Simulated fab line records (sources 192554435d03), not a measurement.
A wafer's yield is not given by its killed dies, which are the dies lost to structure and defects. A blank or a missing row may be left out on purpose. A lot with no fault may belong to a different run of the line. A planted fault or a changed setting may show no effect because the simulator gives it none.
Split-lot trial | flow n5-finfet | 39 wafers read from 7 lots, route of 1938 steps

## ON THE SPLIT
At N5_SD_EPI_P_EPI_21 (deposits SiGe:B, time 355 s), the setting time-s was moved away from the recipe's 355 s on 12 of the 39 wafers read, by -17.7% to +59.1%. This setting was run at the recipe's value on the other wafers.

The reading comes from the split's own step.

## THE READING
SiGe-B_of_SD_EPI_P_EPI_21.thk-nm (the simulator's own value, which no gauge read), in nm, at N5_SD_EPI_P_EPI_21 (deposits SiGe:B, time 355 s). The file does not state a usual value for it. Here, 27 wafers ran the recipe; their average is 61.2 nm with a standard deviation of 0.52 nm.

wafer  | tool, chamber at the split | time-s as run, s | against the recipe | SiGe-B_of_SD_EPI_P_EPI_21.thk-nm, nm | against lot-mates on the recipe
L074.2 | epi-rpcvd-04, 0            | 355              | recipe             | 61.4                                 | -
L074.3 | epi-rpcvd-04, 0            | 355              | recipe             | 61.4                                 | -
L074.6 | epi-rpcvd-04, 0            | 355              | recipe             | 62                                   | -
L075.1 | epi-rpcvd-02, 0            | 355              | recipe             | 60.4                                 | -
L075.2 | epi-rpcvd-02, 0            | 355              | recipe             | 60.8                                 | -
L075.3 | epi-rpcvd-02, 0            | 355              | recipe             | 60.8                                 | -
L075.5 | epi-rpcvd-02, 0            | 355              | recipe             | 60.8                                 | -
L075.4 | epi-rpcvd-02, 0            | 355              | recipe             | 60.2                                 | -
L075.6 | epi-rpcvd-02, 0            | 355              | recipe             | 61                                   | -
L078.1 | epi-rpcvd-02, 0            | 355              | recipe             | 61.2                                 | -
L078.2 | epi-rpcvd-02, 0            | 564.7            | +59.1%             | 84.6                                 | +23.2
L078.3 | epi-rpcvd-02, 0            | 564.7            | +59.1%             | 83.8                                 | +22.4
L078.4 | epi-rpcvd-02, 0            | 564.7            | +59.1%             | 85.2                                 | +23.8
L078.5 | epi-rpcvd-02, 0            | 355              | recipe             | 61.4                                 | -
L078.6 | epi-rpcvd-02, 0            | 355              | recipe             | 61.6                                 | -
L081.1 | epi-rpcvd-02, 0            | 292.2            | -17.7%             | 54.8                                 | -7.2
L081.2 | epi-rpcvd-02, 0            | 292.2            | -17.7%             | 53.8                                 | -8.2
L081.3 | epi-rpcvd-02, 0            | 355              | recipe             | 62.4                                 | -
L081.4 | epi-rpcvd-02, 0            | 355              | recipe             | 62                                   | -
L081.5 | epi-rpcvd-02, 0            | 292.2            | -17.7%             | 54.2                                 | -7.8
L081.6 | epi-rpcvd-02, 0            | 355              | recipe             | 61.6                                 | -
L082.1 | epi-rpcvd-04, 0            | 355              | recipe             | 60.4                                 | -
L082.4 | epi-rpcvd-04, 0            | 355              | recipe             | 60.4                                 | -
L082.2 | epi-rpcvd-04, 0            | 355              | recipe             | 61                                   | -
L082.6 | epi-rpcvd-04, 0            | 355              | recipe             | 61                                   | -
L082.3 | epi-rpcvd-04, 0            | 355              | recipe             | 60.8                                 | -
L082.5 | epi-rpcvd-04, 0            | 355              | recipe             | 61.6                                 | -
L088.1 | epi-rpcvd-02, 0            | 513.1            | +44.5%             | 77.8                                 | +16.4
L088.2 | epi-rpcvd-02, 0            | 513.1            | +44.5%             | 79.8                                 | +18.4
L088.3 | epi-rpcvd-02, 0            | 355              | recipe             | 61.4                                 | -
L088.4 | epi-rpcvd-02, 0            | 355              | recipe             | 61.4                                 | -
L088.6 | epi-rpcvd-02, 0            | 355              | recipe             | 61.4                                 | -
L088.5 | epi-rpcvd-02, 0            | 513.1            | +44.5%             | 80.2                                 | +18.8
L089.1 | epi-rpcvd-01, 0            | 355              | recipe             | 61.4                                 | -
L089.3 | epi-rpcvd-01, 0            | 355              | recipe             | 61.4                                 | -
L089.2 | epi-rpcvd-01, 0            | 456.4            | +28.6%             | 72.6                                 | +11.3
L089.4 | epi-rpcvd-01, 0            | 456.4            | +28.6%             | 72.8                                 | +11.5
L089.5 | epi-rpcvd-01, 0            | 456.4            | +28.6%             | 73.2                                 | +11.9
L089.6 | epi-rpcvd-01, 0            | 355              | recipe             | 61                                   | -

FIT RESULTS
A straight line over all 39 wafers: SiGe-B_of_SD_EPI_P_EPI_21.thk-nm changes by +0.399 nm for each +1% of time-s; r = +1.00; the points scatter about the line by 0.59 nm.
The same after taking each lot's own level away (the mean of its wafers on the recipe; 39 wafers): +0.4 nm for each +1%; r = +1.00; scatter 0.5 nm.
That fit puts the effect of the largest move of time-s on the reading at 24 nm.
From 60.67 to 62.00 nm: that is the span of the lots' own levels, equal to 2.6 times the standard deviation above.
So the lot-to-lot level changes the slope little: the two slopes agree.
Check: with one of the wafers moved furthest among these (+59.1%) left out of the fit, the line predicts +23.6 nm for it against its lot-mates. It came out at +23.2 nm against them.

## THE OTHER SPLITS THESE WAFERS WENT THROUGH
Note: prior to the reading, these wafers also went through further splits. Each is held against what the fit with the lots' levels taken away leaves over:
other split on the same wafers | wafers away from the commonest value | r with SiGe-B_of_SD_EPI_P_EPI_21.thk-nm (lot level and that fit taken away)
N5_FIN_CUT_ETCH_21 time-s      | 12                                   | -0.22

## THE WHOLE CHAIN: every reading that the file lists as answering this split, in the file's order
step                    | what it does                | reading                                                                           | change (the file's fit)               | r (the file's)
N5_SD_EPI_P_EPI_21      | deposits SiGe:B, time 355 s | SiGe-B_of_SD_EPI_P_EPI_21.thk-nm (the simulator's own value, which no gauge read) | +0.398 nm for each +1% of the setting | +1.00
N5_SD_EPI_P_EPI_MEAS_23 |                             | thk-nm                                                                            | withheld for each +1% of the setting  | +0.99

## THE FILE'S OWN FIT
SiGe-B_of_SD_EPI_P_EPI_21.thk-nm changes by +0.398 nm for each +1% of time-s, r = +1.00.
